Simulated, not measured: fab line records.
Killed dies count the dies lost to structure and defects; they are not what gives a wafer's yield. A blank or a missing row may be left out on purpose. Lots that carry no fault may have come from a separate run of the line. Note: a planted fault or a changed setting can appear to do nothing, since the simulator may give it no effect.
Matching of chambers ; flow n5Finfet ; 4 sister chambers for N5_BEOL_M8_ETCH_72 on rieDiel-03
The step etches underlayer in N2/H2, target depth 6.5 nm, time 5.2 s. 16 wafers are shown with their chamber, then 8 later ones without.

== WAFERS, EACH WITH ITS CHAMBER ==
wafer;chamber;drypumpMotorCurrentA (A);showerheadPlenumPTorr (Torr);etchRfOnTimeS (s)
L074.3;0;5.10;2.62;4.99
L074.4;3;5.96;2.53;5.48
L074.5;2;5.71;2.56;5.35
L077.1;2;5.69;2.56;5.41
L077.3;3;5.90;2.52;5.51
L077.6;3;5.91;2.52;5.51
L080.2;2;5.71;2.56;5.36
L080.4;3;5.91;2.52;5.47
L080.6;2;5.70;2.56;5.30
L081.2;0;5.11;2.61;4.97
L081.3;3;5.91;2.52;5.46
L081.4;1;5.20;2.41;5.27
L082.2;0;5.08;2.61;5.04
L082.3;3;5.95;2.52;5.48
L082.6;0;5.09;2.61;5.08
L093.3;0;5.10;2.60;5.05

SIGNATURES, as means of the wafers listed above
reading;chamber 0;chamber 1;chamber 2;chamber 3;scatter within a chamber
drypumpMotorCurrentA;5.0960;5.2000;5.7025;5.9233;0.0181
showerheadPlenumPTorr;2.6100;2.4100;2.5600;2.5217;0.00486
etchRfOnTimeS;5.0260;5.2700;5.3550;5.4850;0.0369
Rule: a wafer's distance from a chamber is the root of the sum, over the readings, of the square of ((its reading less the chamber's mean) divided by the reading's scatter). The wafer belongs to the nearest chamber; if the next one is less than 2 further off, it can't be placed. The scatter: take each reading less its chamber's mean, square it, sum over the shown wafers, divide by the number of wafers less the number of chambers, and take the root.

== WAFERS WITHOUT THEIR CHAMBER ==
wafer;drypumpMotorCurrentA (A);showerheadPlenumPTorr (Torr);etchRfOnTimeS (s)
L093.5;5.92;2.51;5.46
L093.6;5.08;2.60;5.00
L095.1;5.09;2.60;5.09
L095.2;5.24;2.40;5.30
L095.4;5.87;2.51;5.46
L096.1;5.70;2.54;5.34
L096.5;5.23;2.40;5.34
L096.6;5.70;2.54;5.34

== WHICH CHAMBER EACH ONE RAN IN ==
wafer;from the rows above;in truth
L093.5;3;3
L093.6;0;0
L095.1;0;0
L095.2;1;1
L095.4;3;3
L096.1;2;2
L096.5;1;1
L096.6;2;2
8 of 8 placed correctly. From these rows, 0 cannot be placed. Number placed wrongly: 0.
